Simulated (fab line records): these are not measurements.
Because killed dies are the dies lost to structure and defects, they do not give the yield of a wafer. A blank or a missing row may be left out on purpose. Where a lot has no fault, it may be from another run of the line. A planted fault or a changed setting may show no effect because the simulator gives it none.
Split-lot experiment / flow n5-finfet / on a route of 1938 steps: 7 lots, 21 wafers read

## ON THE SPLIT
At N5_BEOL_M10_COAT_05 (resist thk 90 nm), the setting spin-rpm was moved away from the recipe's 1500 rpm on 8 of the 21 wafers read, by -9.7% to +11.1%. All remaining wafers had this setting at the recipe value.

## FROM THE SPLIT TO THE READING: what the file shows between them, 3 steps
- N5_BEOL_M10_EBR_07
- N5_BEOL_M10_SOFTBAKE_06: time 60 s
- N5_BEOL_M10_DESCUM_16: chemistry O2, time 7.9 s

## THE READING
CAR-ArF_of_BEOL_M10_COAT_05.thk-nm (the simulator's own value, which no gauge read), in nm, at N5_BEOL_M10_ETCH_61 (etches SiARC in CF4, target depth 39 nm, time 65 s). No usual value for it is given in the file. Average 55.6 nm, standard deviation 0.27 nm, over the 13 wafers here run with the recipe.

wafer=L076.2; tool, chamber at the split=litho-track-02, 0; spin-rpm as run, rpm=1500; against the recipe=recipe; CAR-ArF_of_BEOL_M10_COAT_05.thk-nm, nm=55.6; against lot-mates on the recipe=-
wafer=L076.3; tool, chamber at the split=litho-track-02, 0; spin-rpm as run, rpm=1500; against the recipe=recipe; CAR-ArF_of_BEOL_M10_COAT_05.thk-nm, nm=56; against lot-mates on the recipe=-
wafer=L076.6; tool, chamber at the split=litho-track-02, 0; spin-rpm as run, rpm=1500; against the recipe=recipe; CAR-ArF_of_BEOL_M10_COAT_05.thk-nm, nm=55.8; against lot-mates on the recipe=-
wafer=L086.1; tool, chamber at the split=litho-track-04, 0; spin-rpm as run, rpm=1500; against the recipe=recipe; CAR-ArF_of_BEOL_M10_COAT_05.thk-nm, nm=55.4; against lot-mates on the recipe=-
wafer=L086.6; tool, chamber at the split=litho-track-04, 0; spin-rpm as run, rpm=1500; against the recipe=recipe; CAR-ArF_of_BEOL_M10_COAT_05.thk-nm, nm=55.4; against lot-mates on the recipe=-
wafer=L086.5; tool, chamber at the split=litho-track-04, 0; spin-rpm as run, rpm=1667; against the recipe=+11.1%; CAR-ArF_of_BEOL_M10_COAT_05.thk-nm, nm=50.8; against lot-mates on the recipe=-4.6
wafer=L088.1; tool, chamber at the split=litho-track-01, 0; spin-rpm as run, rpm=1407; against the recipe=-6.2%; CAR-ArF_of_BEOL_M10_COAT_05.thk-nm, nm=58; against lot-mates on the recipe=+2.8
wafer=L088.5; tool, chamber at the split=litho-track-01, 0; spin-rpm as run, rpm=1407; against the recipe=-6.2%; CAR-ArF_of_BEOL_M10_COAT_05.thk-nm, nm=58.2; against lot-mates on the recipe=+3.0
wafer=L088.6; tool, chamber at the split=litho-track-01, 0; spin-rpm as run, rpm=1500; against the recipe=recipe; CAR-ArF_of_BEOL_M10_COAT_05.thk-nm, nm=55.2; against lot-mates on the recipe=-
wafer=L087.1; tool, chamber at the split=litho-track-02, 0; spin-rpm as run, rpm=1636; against the recipe=+9.1%; CAR-ArF_of_BEOL_M10_COAT_05.thk-nm, nm=51.6; against lot-mates on the recipe=-4.2
wafer=L087.2; tool, chamber at the split=litho-track-02, 0; spin-rpm as run, rpm=1636; against the recipe=+9.1%; CAR-ArF_of_BEOL_M10_COAT_05.thk-nm, nm=52; against lot-mates on the recipe=-3.8
wafer=L087.4; tool, chamber at the split=litho-track-02, 0; spin-rpm as run, rpm=1500; against the recipe=recipe; CAR-ArF_of_BEOL_M10_COAT_05.thk-nm, nm=55.8; against lot-mates on the recipe=-
wafer=L089.1; tool, chamber at the split=litho-track-01, 0; spin-rpm as run, rpm=1500; against the recipe=recipe; CAR-ArF_of_BEOL_M10_COAT_05.thk-nm, nm=56.2; against lot-mates on the recipe=-
wafer=L089.2; tool, chamber at the split=litho-track-01, 0; spin-rpm as run, rpm=1653; against the recipe=+10.2%; CAR-ArF_of_BEOL_M10_COAT_05.thk-nm, nm=51.2; against lot-mates on the recipe=-5.0
wafer=L089.3; tool, chamber at the split=litho-track-01, 0; spin-rpm as run, rpm=1653; against the recipe=+10.2%; CAR-ArF_of_BEOL_M10_COAT_05.thk-nm, nm=51.4; against lot-mates on the recipe=-4.8
wafer=L095.2; tool, chamber at the split=litho-track-01, 0; spin-rpm as run, rpm=1500; against the recipe=recipe; CAR-ArF_of_BEOL_M10_COAT_05.thk-nm, nm=55.4; against lot-mates on the recipe=-
wafer=L095.3; tool, chamber at the split=litho-track-01, 0; spin-rpm as run, rpm=1500; against the recipe=recipe; CAR-ArF_of_BEOL_M10_COAT_05.thk-nm, nm=55.6; against lot-mates on the recipe=-
wafer=L095.4; tool, chamber at the split=litho-track-01, 0; spin-rpm as run, rpm=1354; against the recipe=-9.7%; CAR-ArF_of_BEOL_M10_COAT_05.thk-nm, nm=60.8; against lot-mates on the recipe=+5.3
wafer=L094.1; tool, chamber at the split=litho-track-01, 0; spin-rpm as run, rpm=1500; against the recipe=recipe; CAR-ArF_of_BEOL_M10_COAT_05.thk-nm, nm=55.6; against lot-mates on the recipe=-
wafer=L094.3; tool, chamber at the split=litho-track-01, 0; spin-rpm as run, rpm=1500; against the recipe=recipe; CAR-ArF_of_BEOL_M10_COAT_05.thk-nm, nm=55.8; against lot-mates on the recipe=-
wafer=L094.6; tool, chamber at the split=litho-track-01, 0; spin-rpm as run, rpm=1500; against the recipe=recipe; CAR-ArF_of_BEOL_M10_COAT_05.thk-nm, nm=55.4; against lot-mates on the recipe=-

FIT RESULTS
A straight line over all 21 wafers: CAR-ArF_of_BEOL_M10_COAT_05.thk-nm changes by -0.44 nm for each +1% of spin-rpm; r = -0.99; the points scatter about the line by 0.33 nm.
The same after taking each lot's own level away (the mean of its wafers on the recipe; 21 wafers): -0.469 nm for each +1%; r = -1.00; scatter 0.26 nm.
According to that fit, moving spin-rpm by its largest amount changes the reading by 5.2 nm.
The lots' own levels span 55.20 to 56.20 nm, that is 3.7 times the standard deviation above.
Consequently the slope shifts little with the lot-to-lot level, the two slopes agreeing.
Check: for one of the wafers moved furthest among these (+11.1%), held out of the fit, the line's prediction against its lot-mates is -5.28 nm. Against them it came out at -4.6 nm.

## OTHER SPLITS ON THESE WAFERS
Note: prior to the reading, these wafers also went through further splits. Each is held against what the fit with the lots' levels taken away leaves over:
other split on the same wafers=N5_BEOL_M5_ETCH_62 source-w; wafers away from the commonest value=9; r with CAR-ArF_of_BEOL_M10_COAT_05.thk-nm (lot level and that fit taken away)=-0.21
other split on the same wafers=N5_BEOL_M5_COAT_65 spin-rpm; wafers away from the commonest value=7; r with CAR-ArF_of_BEOL_M10_COAT_05.thk-nm (lot level and that fit taken away)=-0.41
other split on the same wafers=N5_BEOL_M5_EXPOSE_25 dose-mj; wafers away from the commonest value=8; r with CAR-ArF_of_BEOL_M10_COAT_05.thk-nm (lot level and that fit taken away)=-0.12
other split on the same wafers=N5_BEOL_M6_ETCH_66 bias-w; wafers away from the commonest value=9; r with CAR-ArF_of_BEOL_M10_COAT_05.thk-nm (lot level and that fit taken away)=+0.11
other split on the same wafers=N5_BEOL_M7_ETCH_41 source-w; wafers away from the commonest value=7; r with CAR-ArF_of_BEOL_M10_COAT_05.thk-nm (lot level and that fit taken away)=+0.22
other split on the same wafers=N5_BEOL_M8_COAT_22 spin-rpm; wafers away from the commonest value=8; r with CAR-ArF_of_BEOL_M10_COAT_05.thk-nm (lot level and that fit taken away)=+0.00
other split on the same wafers=N5_BEOL_M8_ETCH_66 source-w; wafers away from the commonest value=10; r with CAR-ArF_of_BEOL_M10_COAT_05.thk-nm (lot level and that fit taken away)=+0.09
other split on the same wafers=N5_BEOL_M9_ETCH_62 time-s; wafers away from the commonest value=8; r with CAR-ArF_of_BEOL_M10_COAT_05.thk-nm (lot level and that fit taken away)=+0.11

## THE WHOLE CHAIN: every reading that the file lists as answering this split, in the file's order
step=N5_BEOL_M10_COAT_05; what it does=resist thk 90 nm; reading=CAR-ArF_of_BEOL_M10_COAT_05.thk-nm (the simulator's own value, which no gauge read); change (the file's fit)=-0.448 nm for each +1% of the setting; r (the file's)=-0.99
step=N5_BEOL_M10_DESCUM_16; what it does=chemistry O2, time 7.9 s; reading=CAR-ArF_of_BEOL_M10_COAT_05.thk-nm (the simulator's own value, which no gauge read); change (the file's fit)=-0.459 nm for each +1% of the setting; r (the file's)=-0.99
step=N5_BEOL_M10_ETCH_61; what it does=etches SiARC in CF4, target depth 39 nm, time 65 s; reading=CAR-ArF_of_BEOL_M10_COAT_05.thk-nm (the simulator's own value, which no gauge read); change (the file's fit)=-0.467 nm for each +1% of the setting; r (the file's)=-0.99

## THE FILE'S OWN FIT
CAR-ArF_of_BEOL_M10_COAT_05.thk-nm changes by -0.467 nm for each +1% of spin-rpm, r = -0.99.
